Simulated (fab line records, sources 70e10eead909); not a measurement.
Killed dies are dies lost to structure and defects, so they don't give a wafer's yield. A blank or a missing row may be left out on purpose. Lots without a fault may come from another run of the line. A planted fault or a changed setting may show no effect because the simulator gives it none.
A struck lot beside a sound one | flow nand_harc | 18 steps out of a route of 1159
Sound: wafers L707.2, L707.3, L707.4. Struck: wafers L709.1, L709.2, L709.5. The cause comes at the end.
At each step with rows: each side's tool, then ch and its chambers, then its first start. Under that, the readings that differ: sound wafers | struck wafers | difference of the means | sigmas: that difference in standard deviations of wafers without a fault.
alike: readings whose means differ by less than 2 such deviations, and words and numbers that are the same on both sides. not compared: withheld readings, readings that some wafer has no value for, bounds like >300 that may hide the same value, and numbers for which the record gives no deviation and whose values overlap.
The two part at a step that has a row with sigmas, a row that says differs or no value, or rows on one side only. Numbers that don't overlap but have no deviation are shown without sigmas and don't part them. A reading that every wafer of one side lacks parts them only if that side has two wafers or more.

NHARC_P_GATE_CD_MEAS_46: target cd 720 nm.
  sound on cd_sem-03 ch 0, day 6 20:58; struck on cd_sem-03 ch 0, day 7 07:59
  alike: cd_nm
then, 1 step without rows for these wafers: NHARC_P_GATE_HARDBAKE_47 (time 80 s).
NHARC_P_GATE_DESCUM_48: chemistry O2, time 3 s.
  sound on rie_diel-02 ch 0,1,2, day 6 21:08; struck on rie_diel-12 ch 1,3, day 7 08:09
  alike: drypump_motor_current_A, oes_product_au, rf_vpp_V, showerhead_plenum_p_Torr, throttle_valve_pct
  not compared: rf_hours_counter_h
then, 1 step without rows for these wafers: NHARC_P_GATE_IMPLANT_49.
NHARC_P_GATE_STRIP_111: strips in N2/H2, time 250 s.
  sound on plasma_asher-01 ch 0,1, day 6 21:34; struck on plasma_asher-02 ch 0,1, day 7 08:31
  alike: drypump_motor_current_A, heater_power_w
  not compared: rf_hours_counter_h
NHARC_P_GATE_STRIP_75: strips in O2.
  sound on plasma_asher-01 ch 0,1, day 6 21:50; struck on plasma_asher-02 ch 0,1, day 7 08:49
  alike: drypump_motor_current_A, heater_power_w
  not compared: rf_hours_counter_h
then, 6 steps without rows for these wafers: NHARC_P_GATE_STRIP_50 (strips in SPM, time 900 s); NHARC_P_GATE_DEHYDRATE_51 (time 120 s); NHARC_P_GATE_HMDS_52 (time 30 s); NHARC_P_GATE_COAT_53; NHARC_P_GATE_SOFTBAKE_54 (time 95 s); NHARC_P_GATE_EBR_55.
NHARC_P_GATE_EXPOSE_56: exposes mask P PSD, target cd 720 nm.
  sound on krf_scanner-04 ch 0, day 6 22:37; struck on krf_scanner-04 ch 0, day 7 09:35
  reading | sound                   | struck                  | difference | sigmas
  mask    | P_PSD#0 P_PSD#0 P_PSD#0 | P_HVN#0 P_HVN#0 P_HVN#0 | differs    |
  alike: exposure_dose_mJ_cm2
then, 2 steps without rows for these wafers: NHARC_P_GATE_PEB_57 (peb time 85 s); NHARC_P_GATE_DEVELOP_58 (time 70 s).
NHARC_P_GATE_CD_MEAS_59: target cd 720 nm.
  sound on cd_sem-01 ch 0, day 6 22:46; struck on cd_sem-02 ch 0, day 7 09:44
  reading    | sound             | struck | difference                    | sigmas
  cd_nm (nm) | 719.6 720.3 720.0 | - - -  | no value on the struck wafers |
then, 1 step without rows for these wafers: NHARC_P_GATE_HARDBAKE_60 (time 80 s).
-- the record jumps here: 14 days lie between the struck wafers' starts before and after (it left off in module P_GATE and takes up again in module END, whose first step shown is number 1159 of the route) --
NHARC_END_SORT_01:
  sound on prober-01 ch 0, day 21 05:36; struck on prober-01 ch 0, day 21 12:52
  reading             | sound    | struck      | difference | sigmas
  killed_at_periphery | 7 2 10   | 641 640 639 | +634       | +99 or more
  killed_dies         | 44 37 53 | 677 677 677 | +632       | +57
  alike: killed_at_array, killed_at_other, killed_open, killed_short

WHERE THEY PART
First at NHARC_P_GATE_EXPOSE_56; last, within this record, at NHARC_END_SORT_01.

WHY: what the simulator had put in
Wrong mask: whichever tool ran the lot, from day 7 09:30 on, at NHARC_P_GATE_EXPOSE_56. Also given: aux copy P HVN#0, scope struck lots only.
